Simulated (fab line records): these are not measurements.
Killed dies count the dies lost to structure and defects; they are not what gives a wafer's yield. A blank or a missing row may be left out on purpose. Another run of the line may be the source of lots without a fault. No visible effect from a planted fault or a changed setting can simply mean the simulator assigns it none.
Chamber matching    flow n5 finfet    4 sister chambers for N5_BEOL_M10_STRIP_36 on rie diel-02
The step strips in N2/H2. 8 wafers are shown with their chamber, then 10 later ones without.

== WAFERS WITH THEIR CHAMBER ==
wafer   chamber  drypump motor current A (A)  showerhead plenum p Torr (Torr)
L081.6  1        5.0                          2.57
L084.1  2        5.9                          2.62
L084.6  3        5.4                          2.55
L086.1  1        4.9                          2.56
L086.2  0        5.7                          2.42
L086.4  2        5.9                          2.62
L087.1  0        5.7                          2.42
L087.2  3        5.4                          2.55

== WAFERS WITHOUT THEIR CHAMBER ==
wafer   drypump motor current A (A)  showerhead plenum p Torr (Torr)
L087.6  5.0                          2.57
L091.1  5.7                          2.41
L091.3  5.9                          2.62
L091.4  5.9                          2.62
L093.1  5.4                          2.55
L093.2  5.7                          2.41
L093.3  5.0                          2.56
L096.1  5.6                          2.41
L096.2  5.0                          2.56
L096.4  5.4                          2.54

== CHAMBER TAKEN BY EACH ==
wafer   from the rows above  in truth
L087.6  1                    1
L091.1  0                    0
L091.3  2                    2
L091.4  2                    2
L093.1  3                    3
L093.2  0                    0
L093.3  1                    1
L096.1  0                    0
L096.2  1                    1
L096.4  3                    3
Correct placement for 10 of the 10. Can't be placed from these rows: 0. Placed wrongly: 0.
How it was worked out, from the rows above alone: a wafer's distance from a chamber is the root of the sum, over the readings, of the square of ((its reading less the chamber's mean) divided by the reading's scatter). The wafer belongs to the nearest chamber; if the next one is less than 2 further off, it can't be placed. The mean given for a chamber averages the wafers shown for that chamber. How the scatter is found: for the shown wafers, subtract from each reading the mean of its chamber, square and add these, divide the total by (wafers less chambers), then take the root.
